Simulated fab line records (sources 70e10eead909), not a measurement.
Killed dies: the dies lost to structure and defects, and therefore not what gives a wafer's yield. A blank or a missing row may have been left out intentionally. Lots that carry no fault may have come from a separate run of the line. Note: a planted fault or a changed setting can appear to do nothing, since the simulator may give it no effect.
fab line records -- flow nand_harc -- part 2 of 2: steps 5 to 6 of 6
[record] lots = 23, wafers = 69, last_day = 33
route steps=1302 shown A_STAIRCASE@672
lots that met no fault: taken from a fault-free run of the same line
start_h: hours from the record's first day to the start of the lot's first wafer shown -- wait_h: hours elapsed since this lot's preceding step -- " identical to the entry in the row above -- L1.1+2: one row covering several wafers at once -- - no value present, or no start provided -- * or withheld: withheld -- < > ~ a bound
route shown NAME@n: NAME is a module with steps in the file, n the number in the route of the first one -- usual: mean/standard deviation taken from wafers without a fault -- same: alike in all rows -- chamber/n: place in a boat -- sites: per-site readings -- _std_site: standard deviation of those values -- _edge_site: the outer-site mean with the inner-site mean subtracted -- radius_mm: for every site, how far away it sits from the centre of the wafer -- mask NAME#n: copy n -- behind: the last tool/chamber to shape the wafer -- hold: cause of the lot's hold/its duration in hours/its outcome -- device: which transistor (n, p or np) failed to switch -- end of line: tests of these same wafers at the route's end -- step lacking rows: just its recipe -- killed: dies lost to structure and defects at the first sort, not the wafer's yield -- map: the dies of a wafer, with x for killed, . for not killed, _ for no die there
set.NAME: the setting that was run; set.NAME@STEP: the one run at that earlier step -- model.NAME: the simulator's own value behind a step, which no gauge read
one table for each step of the route and one row for each wafer, over a sample of lots
services: the hour from which a tool's chamber was out of use, counted from the record's first day as start_h (under 0 if before that day), plus the number of hours and why
[[steps]]
[step NHARC_A_STAIRCASE_TRIM_226]
[recipe] time_s = 211.2, o2_flow_sccm = 500, ar_flow_sccm = 0, bias_w = 0, chemistry = O2
[usual] drypump_motor_current_A = 5.6/0.38, oes_product_au = 1.001/0.0084, rf_vpp_V = 57.7/0.96, showerhead_plenum_p_Torr = 3.51/0.15, throttle_valve_pct = 17.036/0.0094
lot.wafer,tool,chamber,start_h,wait_h,drypump_motor_current_A,oes_product_au,rf_hours_counter_h,rf_vpp_V,showerhead_plenum_p_Torr,throttle_valve_pct
L074.1,rie_diel-04,0,-,-,5.4,0.995,49,57.1,3.48,17.042
L074.2,rie_diel-04,1,-,-,5.8,0.985,50,58.3,3.61,17.055
L074.4,rie_diel-04,1,-,-,5.8,1.001,-,56.5,3.61,17.046
L075.1,rie_diel-09,1,-,-,5.4,1.008,14,58.8,3.68,17.050
L075.3,rie_diel-09,3,-,-,5.3,0.999,16,57.2,3.67,17.037
L075.6,rie_diel-09,0,-,-,5.2,0.987,-,57.9,3.48,17.043
L076.4,rie_diel-04,2,-,-,5.4,1.006,6,57.7,3.58,17.031
L076.1,rie_diel-04,1,-,-,5.8,0.997,6,58.1,3.61,17.042
L076.5,rie_diel-04,2,-,-,5.3,1.002,-,56.3,3.58,17.038
L078.1,rie_diel-09,3,-,-,5.3,1.010,30,58.0,3.66,17.038
L078.2,rie_diel-09,2,-,-,5.6,0.999,25,56.6,3.41,17.033
L078.6,rie_diel-09,3,-,-,5.3,1.003,-,58.9,3.66,17.044
L079.4,rie_diel-04,3,-,-,6.3,0.998,18,57.3,3.80,17.040
L079.1,rie_diel-04,1,-,-,5.8,1.001,16,58.6,3.60,17.022
L079.6,rie_diel-04,2,-,-,5.4,0.999,-,57.4,3.58,17.034
L080.3,rie_diel-01,2,-,-,5.5,0.994,8,57.5,3.60,17.031
L080.2,rie_diel-01,1,-,-,5.2,0.991,10,55.4,3.32,17.036
L080.5,rie_diel-01,3,-,-,6.6,1.001,-,56.2,3.36,17.050
L081.2,rie_diel-09,3,-,-,5.3,1.010,39,57.7,3.66,17.043
L081.4,rie_diel-09,0,-,-,5.2,0.995,39,58.7,3.47,17.034
L081.3,rie_diel-09,1,-,-,5.4,1.005,33,58.1,3.67,17.027
L082.4,rie_diel-01,0,-,-,5.8,0.994,15,56.1,3.29,17.034
L082.3,rie_diel-01,3,-,-,6.5,0.996,14,55.9,3.35,17.034
L082.5,rie_diel-01,0,-,-,5.8,0.995,-,57.5,3.29,17.045
L083.3,rie_diel-09,1,-,-,5.4,1.004,37,58.3,3.66,17.044
L083.4,rie_diel-09,2,-,-,5.5,1.012,34,58.2,3.41,17.034
L083.6,rie_diel-09,0,-,-,5.2,0.997,-,56.1,3.47,17.024
L085.3,rie_diel-09,3,-,-,5.4,1.004,52,58.3,3.65,17.031
L085.4,rie_diel-09,1,-,-,5.4,1.004,43,58.4,3.66,17.044
L085.1,rie_diel-09,2,-,-,5.5,1.014,40,57.5,3.40,17.049
L084.1,rie_diel-09,3,-,-,5.3,1.007,52,59.0,3.65,17.040
L084.6,rie_diel-09,2,-,-,5.6,1.019,-,56.7,3.40,17.020
L084.5,rie_diel-09,3,-,-,5.3,1.010,-,59.0,3.65,17.029
L086.2,rie_diel-09,2,-,-,5.6,1.014,42,56.9,3.40,17.043
L086.6,rie_diel-09,3,-,-,5.4,1.005,-,58.9,3.65,17.032
L086.5,rie_diel-09,0,-,-,5.2,0.994,-,58.0,3.46,17.041
L087.2,rie_diel-04,2,-,-,5.4,1.006,37,58.8,3.57,17.026
L087.1,rie_diel-04,3,-,-,6.2,0.998,42,57.8,3.78,17.016
L087.6,rie_diel-04,2,-,-,5.4,0.996,-,57.8,3.57,17.042
L089.2,rie_diel-09,0,-,-,5.2,1.013,1,59.1,3.46,17.019
L089.1,rie_diel-09,2,-,-,5.6,1.002,1,57.4,3.40,17.045
L089.6,rie_diel-09,2,-,-,5.6,1.004,-,57.2,3.40,17.048
L088.1,rie_diel-09,3,-,-,5.4,1.009,1,58.8,3.65,17.030
L088.5,rie_diel-09,0,-,-,5.2,1.002,-,57.5,3.46,17.057
L088.4,rie_diel-09,3,-,-,5.3,1.011,-,59.3,3.65,17.033
L091.4,rie_diel-01,0,-,-,5.8,0.999,49,57.0,3.27,17.050
L091.1,rie_diel-01,2,-,-,5.5,0.981,44,57.6,3.58,17.033
L091.2,rie_diel-01,3,-,-,6.5,0.985,42,57.7,3.34,17.039
L090.4,rie_diel-01,2,-,-,5.5,0.995,44,57.2,3.58,17.037
L090.1,rie_diel-01,3,-,-,6.6,0.989,42,55.0,3.34,17.006
L090.6,rie_diel-01,1,-,-,5.2,1.002,-,57.7,3.30,17.035
L092.2,rie_diel-09,3,-,-,5.3,0.997,13,57.1,3.64,17.048
L092.6,rie_diel-09,1,-,-,5.4,1.016,-,58.2,3.65,17.029
L092.4,rie_diel-09,3,-,-,5.3,1.006,-,58.4,3.64,17.048
L093.2,rie_diel-01,2,-,-,5.5,0.983,61,56.7,3.57,17.031
L093.1,rie_diel-01,0,-,-,5.8,1.001,61,58.2,3.27,17.052
L093.5,rie_diel-01,2,-,-,5.5,0.991,-,58.3,3.57,17.033
L094.4,rie_diel-01,2,-,-,5.5,0.997,61,56.6,3.57,17.030
L094.1,rie_diel-01,3,-,-,6.6,1.005,57,57.4,3.33,17.050
L094.5,rie_diel-01,0,-,-,5.8,1.007,-,57.1,3.27,17.038
L095.4,rie_diel-09,0,-,-,5.2,1.021,27,56.9,3.44,17.037
L095.2,rie_diel-09,3,-,-,5.3,1.009,27,58.5,3.63,17.029
L095.5,rie_diel-09,0,-,-,5.2,1.005,-,56.4,3.44,17.028
L096.2,rie_diel-04,0,-,-,5.4,0.988,14,57.2,3.43,17.027
L096.6,rie_diel-04,1,-,-,5.8,0.991,-,57.4,3.57,17.051
L096.4,rie_diel-04,0,-,-,5.4,0.990,-,56.1,3.43,17.051
L097.4,rie_diel-09,3,-,-,5.3,0.999,29,58.6,3.63,17.038
L097.2,rie_diel-09,0,-,-,5.2,1.003,29,56.8,3.44,17.019
L097.6,rie_diel-09,3,-,-,5.3,1.006,-,57.5,3.63,17.029
[step NHARC_A_STAIRCASE_STRIP_238]
[recipe] power_w = 1500, temp_c = 250, chemistry = O2
[usual] drypump_motor_current_A = 5.8/0.34, heater_power_w = 377/30
lot.wafer,tool,chamber,start_h,wait_h,drypump_motor_current_A,heater_power_w,rf_hours_counter_h
L074.2,plasma_asher-02,1,350.76,0.1,6.5,368,22
L074.1,plasma_asher-02,0,350.76,0.1,5.8,334,22
L074.4,plasma_asher-02,1,350.76,0.1,6.5,376,-
L075.1,plasma_asher-01,0,371.99,0.1,5.5,410,3
L075.3,plasma_asher-01,1,371.99,0.1,5.8,375,-
L075.6,plasma_asher-01,0,371.99,0.1,5.5,422,-
L076.1,plasma_asher-01,0,387.99,0.1,5.5,418,6
L076.4,plasma_asher-01,1,387.99,0.1,5.8,376,-
L076.5,plasma_asher-01,1,387.99,0.1,5.8,372,-
L078.1,plasma_asher-01,0,411.33,0.5,5.5,412,12
L078.2,plasma_asher-01,1,411.33,0.5,5.8,373,12
L078.6,plasma_asher-01,0,411.33,0.5,5.5,407,-
L079.1,plasma_asher-01,1,412.58,0.1,5.8,381,12
L079.4,plasma_asher-01,1,412.58,0.1,5.8,376,-
L079.6,plasma_asher-01,1,412.58,0.1,5.8,373,-
L080.2,plasma_asher-01,1,413.24,0.1,5.8,383,12
L080.3,plasma_asher-01,1,413.24,0.1,5.8,366,-
L080.5,plasma_asher-01,1,413.24,0.1,5.8,382,-
L081.2,plasma_asher-01,1,433.79,0.1,5.7,385,16
L081.4,plasma_asher-01,1,433.79,0.1,5.8,378,-
L081.3,plasma_asher-01,0,433.79,0.1,5.5,412,-
L082.3,plasma_asher-01,0,438.88,0.2,5.6,424,-
L082.4,plasma_asher-01,1,438.88,0.2,5.8,369,-
L082.5,plasma_asher-01,1,438.88,0.2,5.8,368,-
L083.4,plasma_asher-01,1,448.29,0.2,5.7,373,-
L083.3,plasma_asher-01,0,448.29,0.2,5.5,424,-
L083.6,plasma_asher-01,0,448.29,0.2,5.5,419,-
L085.1,plasma_asher-01,1,470.55,0.1,5.7,390,34
L085.3,plasma_asher-01,0,470.55,0.1,5.5,410,-
L085.4,plasma_asher-01,1,470.55,0.1,5.7,358,-
L084.1,plasma_asher-02,0,470.72,0.1,5.8,332,0
L084.6,plasma_asher-02,1,470.72,0.1,6.5,365,-
L084.5,plasma_asher-02,0,470.72,0.1,5.8,335,-
L086.2,plasma_asher-02,0,477.89,0.1,5.8,334,2
L086.5,plasma_asher-02,1,477.89,0.1,6.5,370,-
L086.6,plasma_asher-02,0,477.89,0.1,5.8,326,-
L087.1,plasma_asher-01,1,485.58,0.4,5.8,386,39
L087.2,plasma_asher-01,0,485.58,0.4,5.5,418,39
L087.6,plasma_asher-01,1,485.58,0.4,5.8,373,-
L089.2,plasma_asher-02,1,512.70,0.1,6.5,362,10
L089.1,plasma_asher-02,0,512.70,0.1,5.8,328,10
L089.6,plasma_asher-02,1,512.70,0.1,6.4,361,-
L088.1,plasma_asher-01,1,512.84,0.1,5.7,372,44
L088.4,plasma_asher-01,0,512.84,0.1,5.5,404,-
L088.5,plasma_asher-01,0,512.84,0.1,5.5,414,-
L091.2,plasma_asher-02,1,522.78,0.1,6.4,369,13
L091.1,plasma_asher-02,0,522.78,0.1,5.8,335,13
L091.4,plasma_asher-02,1,522.78,0.1,6.4,362,-
L090.1,plasma_asher-02,1,523.19,0.4,6.5,367,13
L090.4,plasma_asher-02,1,523.19,0.4,6.5,373,-
L090.6,plasma_asher-02,0,523.19,0.4,5.8,318,-
L092.2,plasma_asher-01,1,537.23,0.1,5.8,374,1
L092.4,plasma_asher-01,1,537.23,0.1,5.8,371,-
L092.6,plasma_asher-01,0,537.23,0.1,5.5,402,-
L093.2,plasma_asher-01,0,558.18,0.1,5.5,404,5
L093.1,plasma_asher-01,1,558.18,0.1,5.8,379,5
L093.5,plasma_asher-01,1,558.18,0.1,5.7,364,-
L094.1,plasma_asher-02,1,558.19,0.1,6.5,367,21
L094.4,plasma_asher-02,1,558.19,0.1,6.5,366,-
L094.5,plasma_asher-02,0,558.19,0.1,5.8,334,-
L095.2,plasma_asher-02,0,577.00,0.1,5.8,338,25
L095.4,plasma_asher-02,1,577.00,0.1,6.5,360,-
L095.5,plasma_asher-02,1,577.00,0.1,6.5,382,-
L096.2,plasma_asher-02,0,580.04,0.1,5.8,322,26
L096.4,plasma_asher-02,0,580.04,0.1,5.8,330,-
L096.6,plasma_asher-02,1,580.04,0.1,6.5,365,-
L097.2,plasma_asher-01,0,581.78,0.2,5.5,404,10
L097.4,plasma_asher-01,1,581.78,0.2,5.8,371,-
L097.6,plasma_asher-01,1,581.78,0.2,5.8,366,-
[[services]]
tool,chamber,start_h,hours,kind
rie_diel-09,-,320.23,9.0,pm
rie_diel-09,0,320.23,9.0,vent_cycle
rie_diel-09,1,320.23,9.0,vent_cycle
plasma_asher-01,-,342.01,9.0,pm
rie_diel-01,1,342.60,41.4,repair
rie_diel-04,2,346.80,3.1,repair
rie_diel-01,3,355.41,3.9,repair
rie_diel-04,-,355.73,9.0,pm
rie_diel-01,-,380.94,9.0,pm
rie_diel-09,0,389.58,2.6,repair
plasma_asher-02,-,402.95,57.9,repair
rie_diel-09,2,405.13,8.3,repair
rie_diel-04,2,405.71,3.7,repair
rie_diel-04,1,426.06,9.2,repair
rie_diel-04,1,445.58,4.4,repair
rie_diel-04,0,460.20,10.4,repair
plasma_asher-02,-,460.92,9.0,pm
rie_diel-09,-,497.23,9.0,pm
rie_diel-09,1,509.63,3.2,repair
plasma_asher-01,-,519.01,9.0,pm
rie_diel-04,-,532.73,9.0,pm
rie_diel-01,-,558.05,9.0,pm
rie_diel-04,2,567.01,34.5,repair
rie_diel-09,-,568.36,2.1,repair
